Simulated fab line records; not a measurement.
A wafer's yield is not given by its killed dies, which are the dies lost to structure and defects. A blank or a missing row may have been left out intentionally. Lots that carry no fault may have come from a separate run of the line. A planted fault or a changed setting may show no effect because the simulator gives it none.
Chamber matching + flow n5_finfet + N5_GATE_CUT_DESCUM_18 on rie_diel-04: 4 sister chambers
The step chemistry O2, time 7 s. 14 wafers are shown with their chamber, then 7 later ones without.

== WAFERS WITH THEIR CHAMBER ==
| wafer  | chamber | showerhead_plenum_p_Torr (Torr) | oes_product_au (a.u.) | throttle_valve_pct (%) |
|--------|---------|---------------------------------|-----------------------|------------------------|
| L076.1 | 3       | 2.11                            | 0.97                  | 19.7                   |
| L076.2 | 1       | 2.01                            | 0.70                  | 20.7                   |
| L076.6 | 2       | 2.15                            | 0.84                  | 20.4                   |
| L078.1 | 1       | 2.01                            | 0.71                  | 20.7                   |
| L078.2 | 3       | 2.11                            | 0.96                  | 19.7                   |
| L078.6 | 2       | 2.15                            | 0.84                  | 20.5                   |
| L077.2 | 2       | 2.15                            | 0.83                  | 20.4                   |
| L077.3 | 1       | 2.01                            | 0.69                  | 20.7                   |
| L077.4 | 0       | 2.00                            | 0.66                  | 20.3                   |
| L080.1 | 2       | 2.15                            | 0.83                  | 20.5                   |
| L080.2 | 3       | 2.11                            | 0.94                  | 19.6                   |
| L080.6 | 2       | 2.15                            | 0.83                  | 20.5                   |
| L082.2 | 1       | 2.00                            | 0.69                  | 20.7                   |
| L082.5 | 2       | 2.15                            | 0.82                  | 20.5                   |

SIGNATURES (averages over the wafers above)
| reading                  | chamber 0 | chamber 1 | chamber 2 | chamber 3 | scatter within a chamber |
|--------------------------|-----------|-----------|-----------|-----------|--------------------------|
| showerhead_plenum_p_Torr | 2.0000    | 2.0075    | 2.1500    | 2.1100    | 0.00274                  |
| oes_product_au           | 0.6600    | 0.6975    | 0.8317    | 0.9567    | 0.0101                   |
| throttle_valve_pct       | 20.300    | 20.700    | 20.467    | 19.667    | 0.0447                   |
Rule: for each reading, subtract the chamber's mean from the wafer's reading, divide by that reading's scatter and square the result; add these up over the readings and take the root, which gives the wafer's distance from the chamber. The wafer belongs to the nearest chamber; if the next one is less than 2 further off, it can't be placed. How the scatter is found: for the shown wafers, subtract from each reading the mean of its chamber, square and add these, divide the total by (wafers less chambers), then take the root.

== WAFERS WITH NO CHAMBER GIVEN ==
| wafer  | showerhead_plenum_p_Torr (Torr) | oes_product_au (a.u.) | throttle_valve_pct (%) |
|--------|---------------------------------|-----------------------|------------------------|
| L082.6 | 2.10                            | 0.91                  | 19.7                   |
| L085.1 | 2.26                            | 0.95                  | 20.2                   |
| L085.2 | 2.10                            | 0.90                  | 19.7                   |
| L085.6 | 2.14                            | 0.81                  | 20.5                   |
| L091.1 | 2.14                            | 0.80                  | 20.5                   |
| L091.3 | 2.00                            | 0.67                  | 20.7                   |
| L091.4 | 2.10                            | 0.88                  | 19.7                   |

== CHAMBER TAKEN BY EACH ==
| wafer  | from the rows above | in truth                   |
|--------|---------------------|----------------------------|
| L082.6 | 3                   | 3                          |
| L085.1 | 2                   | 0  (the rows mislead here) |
| L085.2 | 3                   | 3                          |
| L085.6 | 2                   | 2                          |
| L091.1 | 2                   | 2                          |
| L091.3 | 1                   | 1                          |
| L091.4 | 3                   | 3                          |
Correct placement for 6 of the 7. Can't be placed from these rows: 0. Number placed wrongly: 1.
